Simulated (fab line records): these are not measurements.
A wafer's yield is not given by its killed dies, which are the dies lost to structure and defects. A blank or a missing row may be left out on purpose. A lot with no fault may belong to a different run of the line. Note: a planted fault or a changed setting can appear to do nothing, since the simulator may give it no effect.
Chamber matching || flow n5-finfet || 4 sister chambers for N5_BEOL_M6_ETCH_62 on rie-diel-03
The step etches SOC in N2/H2, target depth 110 nm, overetch 22 nm, time 165 s. 16 wafers are shown with their chamber, then 8 later ones without.

== EACH WAFER AND ITS CHAMBER ==
{"wafer": "L078.2", "chamber": 2, "drypump-motor-current-A (A)": 6.2, "showerhead-plenum-p-Torr (Torr)": 2.68, "throttle-valve-pct (%)": 18.16}
{"wafer": "L078.4", "chamber": 3, "drypump-motor-current-A (A)": 5.3, "showerhead-plenum-p-Torr (Torr)": 2.60, "throttle-valve-pct (%)": 17.87}
{"wafer": "L078.6", "chamber": 0, "drypump-motor-current-A (A)": 5.7, "showerhead-plenum-p-Torr (Torr)": 2.62, "throttle-valve-pct (%)": 17.72}
{"wafer": "L079.3", "chamber": 1, "drypump-motor-current-A (A)": 5.9, "showerhead-plenum-p-Torr (Torr)": 2.48, "throttle-valve-pct (%)": 17.87}
{"wafer": "L079.4", "chamber": 0, "drypump-motor-current-A (A)": 5.7, "showerhead-plenum-p-Torr (Torr)": 2.62, "throttle-valve-pct (%)": 17.73}
{"wafer": "L079.5", "chamber": 1, "drypump-motor-current-A (A)": 5.9, "showerhead-plenum-p-Torr (Torr)": 2.48, "throttle-valve-pct (%)": 17.88}
{"wafer": "L080.2", "chamber": 0, "drypump-motor-current-A (A)": 5.7, "showerhead-plenum-p-Torr (Torr)": 2.61, "throttle-valve-pct (%)": 17.76}
{"wafer": "L080.3", "chamber": 1, "drypump-motor-current-A (A)": 6.0, "showerhead-plenum-p-Torr (Torr)": 2.48, "throttle-valve-pct (%)": 17.91}
{"wafer": "L080.4", "chamber": 2, "drypump-motor-current-A (A)": 6.2, "showerhead-plenum-p-Torr (Torr)": 2.67, "throttle-valve-pct (%)": 18.18}
{"wafer": "L085.4", "chamber": 1, "drypump-motor-current-A (A)": 5.9, "showerhead-plenum-p-Torr (Torr)": 2.47, "throttle-valve-pct (%)": 17.92}
{"wafer": "L085.5", "chamber": 0, "drypump-motor-current-A (A)": 5.7, "showerhead-plenum-p-Torr (Torr)": 2.61, "throttle-valve-pct (%)": 17.74}
{"wafer": "L085.6", "chamber": 3, "drypump-motor-current-A (A)": 5.3, "showerhead-plenum-p-Torr (Torr)": 2.59, "throttle-valve-pct (%)": 17.91}
{"wafer": "L087.3", "chamber": 0, "drypump-motor-current-A (A)": 5.7, "showerhead-plenum-p-Torr (Torr)": 2.61, "throttle-valve-pct (%)": 17.76}
{"wafer": "L087.5", "chamber": 2, "drypump-motor-current-A (A)": 6.2, "showerhead-plenum-p-Torr (Torr)": 2.67, "throttle-valve-pct (%)": 18.21}
{"wafer": "L087.6", "chamber": 1, "drypump-motor-current-A (A)": 5.9, "showerhead-plenum-p-Torr (Torr)": 2.47, "throttle-valve-pct (%)": 17.92}
{"wafer": "L088.3", "chamber": 2, "drypump-motor-current-A (A)": 6.2, "showerhead-plenum-p-Torr (Torr)": 2.67, "throttle-valve-pct (%)": 18.21}

SIGNATURES (averages over the wafers above)
{"reading": "drypump-motor-current-A", "chamber 0": 5.700, "chamber 1": 5.920, "chamber 2": 6.200, "chamber 3": 5.300, "scatter within a chamber": 0.0258}
{"reading": "showerhead-plenum-p-Torr", "chamber 0": 2.6140, "chamber 1": 2.4760, "chamber 2": 2.6725, "chamber 3": 2.5950, "scatter within a chamber": 0.00552}
{"reading": "throttle-valve-pct", "chamber 0": 17.7420, "chamber 1": 17.9000, "chamber 2": 18.1900, "chamber 3": 17.8900, "scatter within a chamber": 0.0225}
Rule: a wafer's distance from a chamber is the root of the sum, over the readings, of the square of ((its reading less the chamber's mean) divided by the reading's scatter). The wafer belongs to the nearest chamber; if the next one is less than 2 further off, it can't be placed. The scatter: take each reading less its chamber's mean, square it, sum over the shown wafers, divide by the number of wafers less the number of chambers, and take the root.

== WAFERS MISSING THEIR CHAMBER ==
{"wafer": "L088.5", "drypump-motor-current-A (A)": 6.2, "showerhead-plenum-p-Torr (Torr)": 2.67, "throttle-valve-pct (%)": 18.21}
{"wafer": "L088.6", "drypump-motor-current-A (A)": 5.3, "showerhead-plenum-p-Torr (Torr)": 2.59, "throttle-valve-pct (%)": 17.91}
{"wafer": "L094.2", "drypump-motor-current-A (A)": 5.7, "showerhead-plenum-p-Torr (Torr)": 2.60, "throttle-valve-pct (%)": 17.79}
{"wafer": "L094.4", "drypump-motor-current-A (A)": 5.3, "showerhead-plenum-p-Torr (Torr)": 2.58, "throttle-valve-pct (%)": 17.92}
{"wafer": "L094.5", "drypump-motor-current-A (A)": 5.6, "showerhead-plenum-p-Torr (Torr)": 2.60, "throttle-valve-pct (%)": 17.79}
{"wafer": "L095.2", "drypump-motor-current-A (A)": 5.3, "showerhead-plenum-p-Torr (Torr)": 2.58, "throttle-valve-pct (%)": 17.93}
{"wafer": "L095.5", "drypump-motor-current-A (A)": 6.2, "showerhead-plenum-p-Torr (Torr)": 2.66, "throttle-valve-pct (%)": 18.21}
{"wafer": "L095.6", "drypump-motor-current-A (A)": 6.0, "showerhead-plenum-p-Torr (Torr)": 2.47, "throttle-valve-pct (%)": 17.95}

== WHICH CHAMBER EACH ONE RAN IN ==
{"wafer": "L088.5", "from the rows above": 2, "in truth": 2}
{"wafer": "L088.6", "from the rows above": 3, "in truth": 3}
{"wafer": "L094.2", "from the rows above": 0, "in truth": 0}
{"wafer": "L094.4", "from the rows above": 3, "in truth": 3}
{"wafer": "L094.5", "from the rows above": 0, "in truth": 0}
{"wafer": "L095.2", "from the rows above": 3, "in truth": 3}
{"wafer": "L095.5", "from the rows above": 2, "in truth": 2}
{"wafer": "L095.6", "from the rows above": 1, "in truth": 1}
8 of 8 placed correctly. Not placeable from these rows: 0. 0 placed wrongly.
